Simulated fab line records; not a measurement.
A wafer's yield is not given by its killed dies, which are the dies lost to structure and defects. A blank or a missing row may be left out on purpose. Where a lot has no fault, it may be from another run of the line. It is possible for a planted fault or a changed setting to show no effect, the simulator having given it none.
Matching of chambers    flow nand_harc    pecvd-02 running NHARC_A_M1_PRE_CLEAN_32: 3 sister chambers
The step time 12 s. 6 wafers are shown with their chamber, then 9 later ones without.

== WAFERS PAIRED WITH THEIR CHAMBERS ==
wafer   chamber  heater_power_w (W)
L085.6  1        693
L086.2  0        649
L086.4  2        503
L087.2  2        567
L087.4  1        671
L087.5  0        643

== WAFERS WITH NO CHAMBER GIVEN ==
wafer   heater_power_w (W)
L088.3  607
L088.5  664
L088.6  621
L092.2  672
L092.5  576
L092.6  577
L091.4  754
L091.5  593
L091.6  652

== CHAMBER TAKEN BY EACH ==
wafer   from the rows above           in truth
L088.3  can't be placed: 0 or 2 or 1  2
L088.5  can't be placed: 0 or 1       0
L088.6  can't be placed: 0 or 1       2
L092.2  can't be placed: 1 or 0       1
L092.5  can't be placed: 2 or 0       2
L092.6  can't be placed: 2 or 0       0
L091.4  can't be placed: 1 or 0       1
L091.5  can't be placed: 0 or 2 or 1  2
L091.6  can't be placed: 0 or 1       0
0 of 9 placed correctly. These rows do not allow placing 9 (true chamber among the candidates in 8). Wrongly placed: 0.
How it was worked out, from the rows above alone: a wafer's distance from a chamber is the root of the sum, over the readings, of the square of ((its reading less the chamber's mean) divided by the reading's scatter). The wafer belongs to the nearest chamber; if the next one is less than 2 further off, it can't be placed. Each chamber's mean is taken over the wafers shown for it. The scatter: take each reading less its chamber's mean, square it, sum over the shown wafers, divide by the number of wafers less the number of chambers, and take the root.
